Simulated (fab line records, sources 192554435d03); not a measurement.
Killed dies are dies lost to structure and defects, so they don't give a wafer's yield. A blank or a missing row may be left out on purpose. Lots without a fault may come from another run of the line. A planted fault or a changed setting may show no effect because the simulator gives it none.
fab line records | flow n5_finfet
record lots=24 wafers=72 last_day=19
route steps=1938 shown BEOL_M14@1747 BEOL_M15@1783
lots that met no fault: from a run of the same line without faults
start_h: hours from the record's first day to the start of the lot's first wafer shown | wait_h: hours since the lot's step before | " the same as in the row above | L1.1+2: a row that stands for several wafers | - no value, or no start given | * or withheld: withheld | < > ~ a bound
route shown NAME@n: a module of which the file shows steps, and the number in the route of the first | usual: mean/standard deviation of fault-free wafers | same: alike in all rows | chamber/n: place in a boat | sites: the reading at each site | _std_site: their standard deviation | _edge_site: outer sites' mean less inner sites' | radius_mm: how far each site lies from the wafer's centre | mask NAME#n: copy n | behind: the tool/chamber that last shaped the wafer | hold: why the lot was held/for how many hours/how that ended | device: the transistor (n, p or np) that didn't switch | end of line: the same wafers' tests at the end of the route | a step without rows: its recipe alone | killed: dies lost to structure and defects at the first sort, not the wafer's yield | map: a wafer's dies, x killed, . not, _ none there
set.NAME: the setting as run; set.NAME@STEP: as run at that earlier step | model.NAME: the simulator's own value behind a step, which no gauge read
steps of the route over a sample of lots; a table a step, a row a wafer
services: from which hour (start_h, from the record's first day; less than 0 if before it) a tool's chamber was out of use, for how many hours, and why
## steps
# step N5_BEOL_M14_OVL_MEAS_29
# recipe points_per_wafer=44
# usual M14_OVL=2/4.7
# columns lot.wafer tool chamber start_h wait_h M14_OVL[nm]
L074.4 overlay-02 0 271.05 0.0 10
L074.5 " 0 " " 6
L074.6 " 0 " " 10
L075.1 overlay-01 0 276.77 0.0 7
L075.2 " 0 " " -3
L075.4 " 0 " " 4
L077.1 overlay-01 0 288.46 0.0 -1
L077.2 " 0 " " 0
L077.3 " 0 " " 4
L076.1 overlay-02 0 289.71 0.0 2
L076.3 " 0 " " 6
L076.4 " 0 " " 1
L078.2 overlay-02 0 295.30 0.0 2
L078.4 " 0 " " 3
L078.5 " 0 " " 2
L080.1 overlay-01 0 295.61 0.0 10
L080.2 " 0 " " 2
L080.6 " 0 " " 2
L081.1 overlay-02 0 306.75 0.0 -5
L081.3 " 0 " " 1
L081.4 " 0 " " -4
L079.2 overlay-01 0 320.64 0.0 5
L079.3 " 0 " " 3
L079.6 " 0 " " -6
L082.2 overlay-01 0 321.40 0.0 4
L082.3 " 0 " " -1
L082.4 " 0 " " 4
L083.1 overlay-01 0 325.44 0.0 -2
L083.4 " 0 " " 2
L083.6 " 0 " " -1
L084.3 overlay-02 0 332.66 0.0 -2
L084.5 " 0 " " 3
L084.6 " 0 " " 6
L087.1 overlay-01 0 335.45 0.0 8
L087.3 " 0 " " 8
L087.6 " 0 " " 5
L085.4 overlay-01 0 352.30 0.0 -1
L085.5 " 0 " " 2
L085.6 " 0 " " -4
L088.2 overlay-01 0 354.95 0.0 3
L088.4 " 0 " " 0
L088.6 " 0 " " -6
L089.1 overlay-01 0 358.57 0.0 0
L089.4 " 0 " " 4
L089.6 " 0 " " 0
L086.1 overlay-02 0 359.91 0.0 4
L086.4 " 0 " " 5
L086.5 " 0 " " -5
L091.4 overlay-02 0 361.48 0.0 7
L091.5 " 0 " " -1
L091.6 " 0 " " 2
L092.1 overlay-02 0 381.15 0.0 -7
L092.2 " 0 " " 9
L092.5 " 0 " " -2
L090.2 overlay-01 0 387.06 0.0 7
L090.3 " 0 " " 2
L090.4 " 0 " " 8
L093.2 overlay-01 0 390.48 0.0 1
L093.4 " 0 " " 3
L093.5 " 0 " " 2
L095.2 overlay-02 0 392.71 0.0 -8
L095.3 " 0 " " -3
L095.6 " 0 " " -3
L094.2 overlay-01 0 410.18 0.0 7
L094.4 " 0 " " 7
L094.5 " 0 " " 4
L096.3 overlay-02 0 417.50 0.0 0
L096.4 " 0 " " -2
L096.6 " 0 " " 3
L097.3 overlay-02 0 427.91 0.0 -1
L097.4 " 0 " " -2
L097.5 " 0 " " -6
# step N5_BEOL_M14_INSPECT_30
# recipe mode=adi inspect_instrument=macro
# usual raw_defect_count=2.1/1.3
# columns lot.wafer tool chamber start_h wait_h raw_defect_count
L074.4 defect_inspect-02 - 271.08 0.0 1
L074.5 " - " " 1
L074.6 " - " " 4
L075.1 defect_inspect-02 - 276.79 0.0 5
L075.2 " - " " 2
L075.4 " - " " 1
L077.1 defect_inspect-02 - 288.49 0.0 2
L077.2 " - " " 1
L077.3 " - " " 1
L076.1 defect_inspect-02 - 289.73 0.0 1
L076.3 " - " " 4
L076.4 " - " " 1
L078.2 defect_inspect-01 - 295.32 0.0 1
L078.4 " - " " 2
L078.5 " - " " 2
L080.1 defect_inspect-01 - 295.63 0.0 4
L080.2 " - " " 1
L080.6 " - " " 1
L081.1 defect_inspect-02 - 306.77 0.0 0
L081.3 " - " " 4
L081.4 " - " " 2
L079.2 defect_inspect-02 - 320.66 0.0 3
L079.3 " - " " 1
L079.6 " - " " 1
L082.2 defect_inspect-01 - 321.42 0.0 0
L082.3 " - " " 3
L082.4 " - " " 0
L083.1 defect_inspect-01 - 325.46 0.0 2
L083.4 " - " " 2
L083.6 " - " " 4
L084.3 defect_inspect-02 - 332.68 0.0 1
L084.5 " - " " 3
L084.6 " - " " 0
L087.1 defect_inspect-02 - 335.47 0.0 1
L087.3 " - " " 3
L087.6 " - " " 3
L085.4 defect_inspect-02 - 352.32 0.0 4
L085.5 " - " " 2
L085.6 " - " " 3
L088.2 defect_inspect-02 - 354.98 0.0 1
L088.4 " - " " 2
L088.6 " - " " 4
L089.1 defect_inspect-02 - 358.60 0.0 3
L089.4 " - " " 1
L089.6 " - " " 3
L086.1 defect_inspect-02 - 359.93 0.0 1
L086.4 " - " " 5
L086.5 " - " " 0
L091.4 defect_inspect-02 - 361.50 0.0 2
L091.5 " - " " 0
L091.6 " - " " 0
L092.1 defect_inspect-01 - 381.17 0.0 1
L092.2 " - " " 2
L092.5 " - " " 4
L090.2 defect_inspect-02 - 387.08 0.0 0
L090.3 " - " " 1
L090.4 " - " " 3
L093.2 defect_inspect-01 - 390.50 0.0 3
L093.4 " - " " 1
L093.5 " - " " 4
L095.2 defect_inspect-02 - 392.74 0.0 3
L095.3 " - " " 3
L095.6 " - " " 1
L094.2 defect_inspect-01 - 410.20 0.0 4
L094.4 " - " " 2
L094.5 " - " " 4
L096.3 defect_inspect-01 - 417.53 0.0 4
L096.4 " - " " 2
L096.6 " - " " 3
L097.3 defect_inspect-01 - 427.94 0.0 2
L097.4 " - " " 2
L097.5 " - " " 4
# step N5_BEOL_M14_DESCUM_33
# recipe chemistry=O2 time_s=7.9 source_power_w=50 bias_power_w=20 pressure_mtorr=20 rf_frequency_hz=2.712e+07 temp_c=40 o2_flow_sccm=225
# usual bias_power_w=20.00/0.06 drypump_motor_current_A=5.8/0.46 oes_product_au=0.84/0.052 rf_vpp_V=244.0/1.3 showerhead_plenum_p_Torr=2.14/0.054 throttle_valve_pct=20.29/0.14
# columns lot.wafer tool chamber start_h wait_h bias_power_w drypump_motor_current_A oes_product_au rf_hours_counter_h rf_vpp_V showerhead_plenum_p_Torr throttle_valve_pct
L074.4 rie_diel-01 1 271.11 0.0 19.98 5.9 0.84 51 244.5 2.22 20.02
L074.5 " 1 " " 19.93 5.8 0.85 - 244.9 2.22 20.02
L074.6 " 0 " " 20.01 5.5 0.88 - 244.7 2.13 20.20
L075.1 rie_diel-01 1 276.83 0.0 20.10 5.9 0.84 54 244.8 2.22 20.03
L075.2 " 0 " " 19.89 5.5 0.88 37 243.6 2.13 20.19
L075.4 " 2 " " 20.04 5.2 0.90 - 242.7 2.14 20.33
L077.1 rie_diel-01 1 288.52 0.0 20.09 5.9 0.82 59 244.7 2.21 20.04
L077.2 " 0 " " 19.94 5.5 0.87 43 243.5 2.13 20.20
L077.3 " 3 " " 19.95 6.0 0.72 177 241.5 2.09 20.47
L076.1 rie_diel-03 3 289.78 0.0 20.00 5.5 0.93 15 243.5 2.13 20.19
L076.3 " 0 " " 20.00 5.6 0.88 53 244.8 2.12 20.29
L076.4 " 1 " " 19.94 5.8 0.87 35 245.9 2.21 20.16
L078.2 rie_diel-03 3 295.36 0.0 20.04 5.5 0.93 17 242.5 2.13 20.20
L078.4 " 2 " " 19.93 6.6 0.81 102 245.7 2.20 20.37
L078.5 " 2 " " 19.98 6.6 0.81 - 243.5 2.20 20.36
L080.1 rie_diel-01 2 295.83 0.2 19.99 5.1 0.89 28 245.7 2.14 20.34
L080.2 " 3 " " 19.95 6.0 0.73 180 242.0 2.09 20.46
L080.6 " 0 " " 20.00 5.4 0.87 - 244.9 2.13 20.22
L081.1 rie_diel-01 0 306.81 0.0 20.04 5.5 0.85 51 243.3 2.13 20.24
L081.3 " 1 " " 19.99 5.9 0.81 67 245.3 2.21 20.05
L081.4 " 2 " " 20.08 5.2 0.87 31 242.6 2.14 20.36
L079.2 rie_diel-02 1 320.69 0.0 20.04 6.3 0.89 33 242.8 2.04 20.21
L079.3 " 3 " " 20.04 6.7 0.97 3 244.6 2.06 20.41
L079.6 " 1 " " 20.04 6.3 0.89 - 243.4 2.04 20.20
L082.2 rie_diel-03 0 321.83 0.4 20.03 5.6 0.87 66 244.5 2.12 20.31
L082.3 " 1 " " 20.14 5.8 0.86 48 243.0 2.21 20.19
L082.4 " 3 " " 19.99 5.5 0.91 - 243.4 2.13 20.21
L083.1 rie_diel-01 1 325.50 0.0 20.13 5.9 0.81 73 244.5 2.21 20.05
L083.4 " 3 " " 19.93 6.0 0.72 191 243.2 2.08 20.50
L083.6 " 2 " " 20.00 5.2 0.86 - 243.7 2.13 20.35
L084.3 rie_diel-02 2 332.72 0.0 19.98 6.2 0.79 124 244.6 2.19 20.33
L084.5 " 0 " " 19.94 5.3 0.85 - 244.2 2.12 20.58
L084.6 " 1 " " 20.11 6.3 0.88 - 242.3 2.04 20.21
L087.1 rie_diel-01 0 335.64 0.2 20.05 5.5 0.85 61 243.3 2.13 20.22
L087.3 " 3 " " 20.00 6.0 0.72 194 243.7 2.08 20.48
L087.6 " 2 " " 20.04 5.2 0.86 - 241.9 2.13 20.36
L085.4 rie_diel-03 1 352.37 0.0 20.07 5.8 0.84 - 244.1 2.20 20.21
L085.5 " 3 " " 19.93 5.5 0.88 - 243.8 2.12 20.23
L085.6 " 2 " " 20.02 6.6 0.79 - 246.2 2.19 20.37
L088.2 rie_diel-03 1 355.13 0.2 20.06 5.8 0.83 62 244.9 2.20 20.20
L088.4 " 3 " " 20.00 5.5 0.88 - 244.2 2.12 20.21
L088.6 " 1 " " 19.97 5.8 0.83 - 244.3 2.20 20.21
L089.1 rie_diel-01 2 359.71 1.1 19.94 5.2 0.84 49 243.0 2.13 20.38
L089.4 " 1 " " 20.05 5.9 0.80 86 244.9 2.21 20.09
L089.6 " 0 " " 19.98 5.5 0.84 - 244.6 2.12 20.22
L086.1 rie_diel-02 2 360.11 0.2 19.87 6.2 0.79 133 244.3 2.19 20.34
L086.4 " 0 " " 19.98 5.3 0.84 70 244.1 2.12 20.61
L086.5 " 2 " " 19.95 6.2 0.79 - 243.9 2.19 20.35
L091.4 rie_diel-02 3 361.66 0.2 19.95 6.7 0.93 19 243.7 2.06 20.45
L091.5 " 1 " " 19.90 6.3 0.87 - 243.5 2.04 20.23
L091.6 " 2 " " 20.01 6.3 0.80 - 245.0 2.19 20.36
L092.1 rie_diel-03 3 381.34 0.2 19.98 5.5 0.85 54 242.2 2.12 20.24
L092.2 " 1 " " 19.96 5.8 0.82 74 245.4 2.20 20.21
L092.5 " 1 " " 20.09 5.8 0.82 - 244.0 2.20 20.20
L090.2 rie_diel-01 1 387.12 0.0 19.97 5.9 0.78 95 245.0 2.20 20.10
L090.3 " 0 " " 20.07 5.5 0.83 79 243.1 2.12 20.26
L090.4 " 3 " " 20.04 6.0 0.71 211 245.2 2.08 20.51
L093.2 rie_diel-02 2 390.80 0.3 20.07 6.3 0.78 147 244.2 2.19 20.38
L093.4 " 0 " " 20.06 5.3 0.82 79 244.7 2.12 20.62
L093.5 " 0 " " 20.09 5.3 0.82 - 244.2 2.12 20.61
L095.2 rie_diel-03 3 392.77 0.0 19.84 5.5 0.86 58 243.2 2.12 20.25
L095.3 " 1 " " 20.02 5.8 0.82 79 244.0 2.20 20.22
L095.6 " 0 " " 19.99 5.6 0.84 - 245.3 2.12 20.33
L094.2 rie_diel-01 2 410.24 0.0 20.01 5.1 0.83 66 244.4 2.12 20.38
L094.4 " 3 " " 20.11 6.0 0.70 218 241.6 2.07 20.51
L094.5 " 1 " " 20.03 5.9 0.79 - 244.6 2.20 20.11
L096.3 rie_diel-02 3 417.56 0.0 19.98 6.7 0.88 40 241.1 2.05 20.47
L096.4 " 2 " " 19.96 6.2 0.77 155 243.9 2.18 20.39
L096.6 " 2 " " 19.95 6.3 0.76 - 245.7 2.18 20.40
L097.3 rie_diel-03 3 428.09 0.2 20.03 5.5 0.83 71 244.2 2.11 20.27
L097.4 " 1 " " 19.94 5.8 0.80 91 245.6 2.19 20.25
L097.5 " 2 " " 20.07 6.6 0.77 - 245.3 2.18 20.42
# step N5_BEOL_M14_STRIP_37
# recipe chemistry=O2 power_w=600 temp_c=60 pressure_mtorr=30 rf_frequency_hz=6e+07 bias_power_w=0 overash_fraction=0.3 o2_flow_sccm=225
# usual drypump_motor_current_A=5.9/0.48 oes_product_au=0.83/0.055 rf_vpp_V=3.6/1 showerhead_plenum_p_Torr=2.13/0.057 throttle_valve_pct=16.57/0.15
# same bias_power_w=0
# columns lot.wafer tool chamber start_h wait_h drypump_motor_current_A oes_product_au rf_hours_counter_h rf_vpp_V showerhead_plenum_p_Torr throttle_valve_pct
L074.4 rie_diel-02 0 272.21 0.5 5.3 0.90 - 2.1 2.13 16.75
L074.5 " 3 " " 6.7 0.70 - 3.8 2.07 17.06
L074.6 " 2 " " 6.2 0.83 - 2.8 2.21 16.57
L075.1 rie_diel-02 2 292.58 15.1 6.2 0.80 108 4.5 2.20 16.54
L075.2 " 1 " " 6.2 0.91 20 4.7 2.05 16.43
L075.4 " 1 " " 6.3 0.92 - 5.2 2.05 16.43
L077.1 rie_diel-01 3 293.13 4.0 6.0 0.73 179 2.8 2.09 16.72
L077.2 " 2 " " 5.1 0.89 26 6.5 2.14 16.52
L077.3 " 1 " " 5.9 0.84 62 2.4 2.22 16.30
L076.1 rie_diel-02 1 293.17 2.8 6.2 0.91 21 5.2 2.05 16.43
L076.3 " 2 " " 6.3 0.80 109 3.3 2.20 16.52
L076.4 " 0 " " 5.3 0.87 - 3.2 2.13 16.74
L078.2 rie_diel-03 1 296.10 0.1 5.8 0.87 38 4.0 2.21 16.41
L078.4 " 3 " " 5.6 0.91 18 3.1 2.13 16.42
L078.5 " 3 " " 5.5 0.91 - 3.5 2.14 16.41
L080.1 rie_diel-02 1 296.75 0.3 6.3 0.90 23 3.1 2.05 16.38
L080.2 " 0 " " 5.3 0.87 46 3.6 2.13 16.74
L080.6 " 2 " " 6.3 0.82 - 4.8 2.20 16.57
L081.1 rie_diel-02 2 307.85 0.4 6.2 0.81 115 3.6 2.20 16.57
L081.3 " 1 " " 6.3 0.88 28 3.2 2.05 16.43
L081.4 " 2 " " 6.2 0.81 - 4.2 2.20 16.55
L079.2 rie_diel-01 3 322.72 1.4 6.0 0.72 190 3.4 2.09 16.73
L079.3 " 2 " " 5.1 0.87 37 4.4 2.14 16.54
L079.6 " 1 " " 5.9 0.81 - 4.0 2.21 16.32
L082.2 rie_diel-01 1 322.89 0.4 5.9 0.81 73 5.2 2.21 16.28
L082.3 " 0 " " 5.5 0.86 57 2.5 2.13 16.46
L082.4 " 2 " " 5.1 0.86 38 4.0 2.14 16.54
L083.1 rie_diel-03 3 326.32 0.2 5.5 0.90 31 4.3 2.13 16.43
L083.4 " 1 " " 5.8 0.85 - 4.4 2.21 16.42
L083.6 " 3 " " 5.5 0.91 - 2.3 2.13 16.44
L084.3 rie_diel-01 0 334.93 1.6 5.5 0.86 60 2.9 2.13 16.45
L084.5 " 3 " " 6.0 0.71 - 3.2 2.09 16.79
L084.6 " 0 " " 5.5 0.86 - 2.5 2.13 16.48
L087.1 rie_diel-01 1 336.29 0.0 5.9 0.80 78 4.1 2.21 16.33
L087.3 " 3 " " 6.0 0.70 195 3.9 2.09 16.76
L087.6 " 1 " " 5.9 0.81 - 3.1 2.21 16.31
L085.4 rie_diel-03 1 353.19 0.2 5.8 0.82 - 3.1 2.21 16.43
L085.5 " 1 " " 5.8 0.82 - 4.0 2.21 16.47
L085.6 " 3 " " 5.5 0.87 - 2.2 2.13 16.46
L088.2 rie_diel-02 0 357.65 1.6 5.3 0.84 69 4.8 2.12 16.79
L088.4 " 1 " " 6.2 0.85 - 3.3 2.04 16.48
L088.6 " 3 " " 6.7 0.91 - 3.8 2.06 16.56
L089.1 rie_diel-01 0 361.28 1.0 5.4 0.85 70 3.3 2.13 16.48
L089.4 " 3 " " 6.0 0.71 202 3.9 2.08 16.79
L089.6 " 3 " " 6.0 0.70 - 4.2 2.08 16.75
L086.1 rie_diel-02 1 361.50 0.8 6.3 0.86 48 3.3 2.04 16.48
L086.4 " 3 " " 6.7 0.91 18 2.3 2.06 16.59
L086.5 " 2 " " 6.3 0.80 - 5.4 2.19 16.59
L091.4 rie_diel-02 1 365.32 3.0 6.3 0.85 49 3.6 2.04 16.45
L091.5 " 1 " " 6.3 0.85 - 2.8 2.04 16.48
L091.6 " 2 " " 6.3 0.78 - 4.0 2.19 16.61
L092.1 rie_diel-02 3 383.38 1.4 6.7 0.89 28 2.5 2.05 16.62
L092.2 " 1 " " 6.3 0.85 54 3.8 2.04 16.51
L092.5 " 0 " " 5.3 0.83 - 2.8 2.12 16.77
L090.2 rie_diel-03 2 387.88 0.1 6.6 0.78 128 3.4 2.19 16.69
L090.3 " 3 " " 5.5 0.85 57 3.7 2.12 16.47
L090.4 " 3 " " 5.5 0.84 - 2.0 2.12 16.47
L093.2 rie_diel-01 1 391.46 0.0 5.9 0.78 97 4.3 2.21 16.35
L093.4 " 3 " " 6.0 0.70 213 4.0 2.08 16.76
L093.5 " 3 " " 6.0 0.71 - 3.0 2.08 16.78
L095.2 rie_diel-02 3 394.67 1.3 6.7 0.90 33 2.3 2.05 16.64
L095.3 " 1 " " 6.3 0.87 58 3.6 2.04 16.51
L095.6 " 2 " " 6.2 0.78 - 2.9 2.19 16.62
L094.2 rie_diel-02 1 414.41 3.6 6.3 0.84 65 4.0 2.04 16.51
L094.4 " 0 " " 5.3 0.81 87 3.2 2.12 16.85
L094.5 " 2 " " 6.2 0.77 - 3.4 2.19 16.61
L096.3 rie_diel-02 2 421.62 3.4 6.2 0.77 156 3.2 2.19 16.66
L096.4 " 0 " " 5.3 0.81 90 3.2 2.12 16.82
L096.6 " 1 " " 6.3 0.84 - 4.7 2.04 16.51
L097.3 rie_diel-03 0 435.99 7.3 5.6 0.82 92 3.9 2.11 16.55
L097.4 " 2 " " 6.6 0.77 143 5.7 2.18 16.70
L097.5 " 2 " " 6.6 0.77 - 3.1 2.19 16.69
# step N5_BEOL_M15_CD_MEAS_10
# recipe target_cd_nm=360 landing_energy_ev=500 detector=se_inlens polarity=opening
# usual cd_nm=359.3/1.3
# columns lot.wafer tool chamber start_h wait_h cd_nm
L074.4 cd_sem-02 0 275.48 - 358.9
L074.5 " 0 " " 358.2
L074.6 " 0 " " 358.1
L075.1 cd_sem-02 0 294.90 - 360.2
L075.2 " 0 " " 359.5
L075.4 " 0 " " 359.1
L077.1 cd_sem-01 0 295.34 - 361.0
L077.2 " 0 " " 361.2
L077.3 " 0 " " 359.5
L076.1 cd_sem-03 0 297.28 - 361.6
L076.3 " 0 " " 359.2
L076.4 " 0 " " 357.9
L078.2 cd_sem-02 0 298.64 - 360.5
L078.4 " 0 " " 361.3
L078.5 " 0 " " 359.8
L080.1 cd_sem-01 0 300.98 - 358.8
L080.2 " 0 " " 357.5
L080.6 " 0 " " 358.9
L081.1 cd_sem-01 0 310.37 - 358.8
L081.3 " 0 " " 358.6
L081.4 " 0 " " 359.6
L079.2 cd_sem-03 0 325.88 - 360.3
L079.3 " 0 " " 361.2
L079.6 " 0 " " 362.5
L082.2 cd_sem-02 0 326.04 - 357.4
L082.3 " 0 " " 356.2
L082.4 " 0 " " 359.5
L083.1 cd_sem-02 0 329.11 - 359.6
L083.4 " 0 " " 360.1
L083.6 " 0 " " 357.8
L084.3 cd_sem-01 0 337.58 - 360.2
L084.5 " 0 " " 359.7
L084.6 " 0 " " 361.2
L087.1 cd_sem-03 0 338.57 - 358.5
L087.3 " 0 " " 357.9
L087.6 " 0 " " 357.4
L085.4 cd_sem-02 0 356.57 - 357.1
L085.5 " 0 " " 357.8
L085.6 " 0 " " 358.3
L088.2 cd_sem-02 0 360.10 - 359.8
L088.4 " 0 " " 360.1
L088.6 " 0 " " 359.7
L089.1 cd_sem-02 0 363.70 - 359.3
L089.4 " 0 " " 360.1
L089.6 " 0 " " 359.7
L086.1 cd_sem-01 0 363.95 - 357.4
L086.4 " 0 " " 358.7
L086.5 " 0 " " 357.8
L091.4 cd_sem-02 0 368.11 - 360.4
L091.5 " 0 " " 359.4
L091.6 " 0 " " 360.3
L092.1 cd_sem-01 0 386.69 - 360.8
L092.2 " 0 " " 360.1
L092.5 " 0 " " 360.6
L090.2 cd_sem-01 0 390.63 - 356.2
L090.3 " 0 " " 356.6
L090.4 " 0 " " 356.9
L093.2 cd_sem-02 0 394.43 - 359.4
L093.4 " 0 " " 358.5
L093.5 " 0 " " 357.7
L095.2 cd_sem-02 0 397.50 - 358.9
L095.3 " 0 " " 359.3
L095.6 " 0 " " 359.4
L094.2 cd_sem-03 0 416.80 - 360.0
L094.4 " 0 " " 357.5
L094.5 " 0 " " 359.1
L096.3 cd_sem-01 0 424.42 - 359.7
L096.4 " 0 " " 359.5
L096.6 " 0 " " 358.5
L097.3 cd_sem-03 0 438.79 - 360.4
L097.4 " 0 " " 360.3
L097.5 " 0 " " 360.2
# step N5_BEOL_M15_ETCH_57
# recipe chemistry=N2/H2 target=SOC source_w=3000 bias_w=350 time_s=750 ion_energy_ev=200 pressure_mtorr=30 n2_flow_sccm=200 h2_flow_sccm=200
# usual drypump_motor_current_A=5.8/0.43 oes_product_au=0.76/0.069 rf_vpp_V=523/3.2 showerhead_plenum_p_Torr=2.51/0.11 throttle_valve_pct=17.84/0.29
# columns lot.wafer tool chamber start_h wait_h drypump_motor_current_A oes_product_au rf_hours_counter_h rf_vpp_V showerhead_plenum_p_Torr throttle_valve_pct
L074.4 rie_diel-05 3 276.27 - 5.7 0.90 21 528 2.70 17.30
L074.5 " 2 " " 5.1 0.79 - 524 2.56 18.12
L074.6 " 1 " " 5.5 0.70 - 526 2.63 17.73
L075.1 rie_diel-06 3 295.84 - 6.2 0.74 170 524 2.54 18.00
L075.2 " 1 " " 6.2 0.84 55 524 2.59 18.10
L075.4 " 3 " " 6.2 0.74 - 524 2.54 18.00
L077.1 rie_diel-05 0 296.26 - 5.9 0.69 223 526 2.62 18.18
L077.2 " 1 " " 5.5 0.70 222 527 2.63 17.75
L077.3 " 2 " " 5.1 0.80 130 524 2.56 18.12
L076.1 rie_diel-05 1 298.27 - 5.6 0.70 223 525 2.63 17.75
L076.3 " 3 " " 5.7 0.90 27 527 2.70 17.32
L076.4 " 0 " " 6.0 0.69 224 527 2.62 18.20
L078.2 rie_diel-04 1 299.37 - 5.3 0.77 155 520 2.43 17.56
L078.4 " 0 " " 5.9 0.74 187 520 2.42 17.64
L078.5 " 1 " " 5.3 0.76 - 522 2.43 17.56
L080.1 rie_diel-06 3 301.96 - 6.2 0.74 174 525 2.53 18.00
L080.2 " 1 " " 6.2 0.83 59 524 2.59 18.10
L080.6 " 3 " " 6.3 0.74 - 523 2.53 18.00
L081.1 rie_diel-05 0 311.05 - 5.9 0.68 228 526 2.62 18.18
L081.3 " 3 " " 5.7 0.88 32 529 2.70 17.32
L081.4 " 2 " " 5.1 0.78 137 524 2.56 18.12
L079.2 rie_diel-04 3 326.61 - 6.5 0.74 182 517 2.33 18.13
L079.3 " 0 " " 5.9 0.72 195 520 2.42 17.65
L079.6 " 0 " " 5.9 0.72 - 522 2.42 17.63
L082.2 rie_diel-04 3 327.09 - 6.4 0.73 182 519 2.33 18.13
L082.3 " 0 " " 5.9 0.72 196 520 2.42 17.65
L082.4 " 1 " " 5.2 0.75 165 521 2.43 17.56
L083.1 rie_diel-05 2 329.80 - 5.1 0.78 142 523 2.56 18.13
L083.4 " 3 " " 5.7 0.88 38 529 2.70 17.34
L083.6 " 2 " " 5.1 0.78 - 525 2.56 18.14
L084.3 rie_diel-05 3 338.26 - 5.8 0.86 40 529 2.69 17.34
L084.5 " 2 " " 5.1 0.77 - 525 2.56 18.14
L084.6 " 3 " " 5.8 0.87 - 528 2.69 17.34
L087.1 rie_diel-04 1 339.26 - 5.3 0.75 168 521 2.43 17.60
L087.3 " 3 " " 6.4 0.73 186 518 2.33 18.14
L087.6 " 3 " " 6.4 0.73 - 517 2.33 18.13
L085.4 rie_diel-05 2 357.25 - 5.1 0.76 151 523 2.55 18.13
L085.5 " 1 " " 5.6 0.69 - 526 2.62 17.78
L085.6 " 0 " " 5.9 0.67 - 526 2.61 18.22
L088.2 rie_diel-04 2 360.79 - 6.3 0.87 56 523 2.48 17.56
L088.4 " 3 " " 6.4 0.73 192 518 2.33 18.16
L088.6 " 2 " " 6.2 0.87 - 523 2.48 17.55
L089.1 rie_diel-04 2 364.51 - 6.2 0.87 57 521 2.48 17.57
L089.4 " 3 " " 6.4 0.72 193 517 2.33 18.15
L089.6 " 2 " " 6.3 0.86 - 522 2.48 17.56
L086.1 rie_diel-05 2 364.66 - 5.1 0.76 153 524 2.55 18.16
L086.4 " 1 " " 5.6 0.69 242 526 2.62 17.77
L086.5 " 0 " " 5.9 0.68 - 526 2.61 18.22
L091.4 rie_diel-04 3 368.79 - 6.4 0.73 195 516 2.33 18.16
L091.5 " 2 " " 6.2 0.86 - 521 2.48 17.56
L091.6 " 3 " " 6.4 0.73 - 517 2.33 18.15
L092.1 rie_diel-05 0 387.48 - 5.9 0.67 250 526 2.61 18.23
L092.2 " 1 " " 5.6 0.68 249 526 2.62 17.78
L092.5 " 2 " " 5.1 0.76 - 525 2.55 18.18
L090.2 rie_diel-05 3 391.34 - 5.8 0.84 56 528 2.69 17.38
L090.3 " 1 " " 5.6 0.68 251 526 2.62 17.81
L090.4 " 3 " " 5.7 0.84 - 527 2.69 17.39
L093.2 rie_diel-06 3 395.28 - 6.2 0.72 200 525 2.52 18.08
L093.4 " 2 " " 6.1 0.93 26 525 2.60 17.77
L093.5 " 3 " " 6.2 0.73 - 525 2.52 18.06
L095.2 rie_diel-04 3 398.19 - 6.4 0.72 205 520 2.32 18.17
L095.3 " 0 " " 5.9 0.71 219 519 2.41 17.68
L095.6 " 3 " " 6.4 0.73 - 518 2.32 18.18
L094.2 rie_diel-04 0 417.85 - 5.9 0.70 226 521 2.40 17.71
L094.4 " 2 " " 6.3 0.84 75 523 2.47 17.59
L094.5 " 3 " " 6.5 0.71 - 518 2.32 18.18
L096.3 rie_diel-04 3 425.12 - 6.5 0.71 215 517 2.32 18.17
L096.4 " 2 " " 6.2 0.84 78 521 2.47 17.59
L096.6 " 2 " " 6.2 0.83 - 522 2.47 17.61
L097.3 rie_diel-04 0 439.68 - 5.9 0.69 232 519 2.40 17.71
L097.4 " 1 " " 5.3 0.72 196 520 2.42 17.63
L097.5 " 2 " " 6.2 0.83 - 522 2.47 17.59
## services
# columns tool chamber start_h hours kind
rie_diel-02 1 249.04 33.4 repair
rie_diel-04 2 259.91 4.9 repair
rie_diel-01 3 272.40 9.7 repair
rie_diel-02 - 277.48 10.0 pm
rie_diel-02 3 287.48 - clean
rie_diel-02 3 287.48 - consumable_replace:focus_ring
rie_diel-02 3 287.48 26.6 scheduled_down
rie_diel-02 3 287.48 26.6 vent_cycle
rie_diel-02 2 303.68 2.6 repair
rie_diel-06 1 310.69 9.2 repair
rie_diel-03 2 311.50 17.1 repair
rie_diel-03 0 351.69 40.6 repair
rie_diel-03 2 353.13 5.5 repair
rie_diel-02 0 367.96 9.2 repair
rie_diel-05 0 388.72 - clean
rie_diel-05 0 388.72 - consumable_replace:focus_ring
rie_diel-05 0 388.72 24.0 scheduled_down
rie_diel-05 0 388.72 24.0 vent_cycle
rie_diel-04 1 390.12 10.1 repair
rie_diel-06 - 396.61 2.8 pm
rie_diel-03 2 400.10 3.9 repair
rie_diel-05 1 412.71 - clean
rie_diel-05 1 412.71 - consumable_replace:focus_ring
rie_diel-03 2 418.67 3.9 repair
## key
fault none
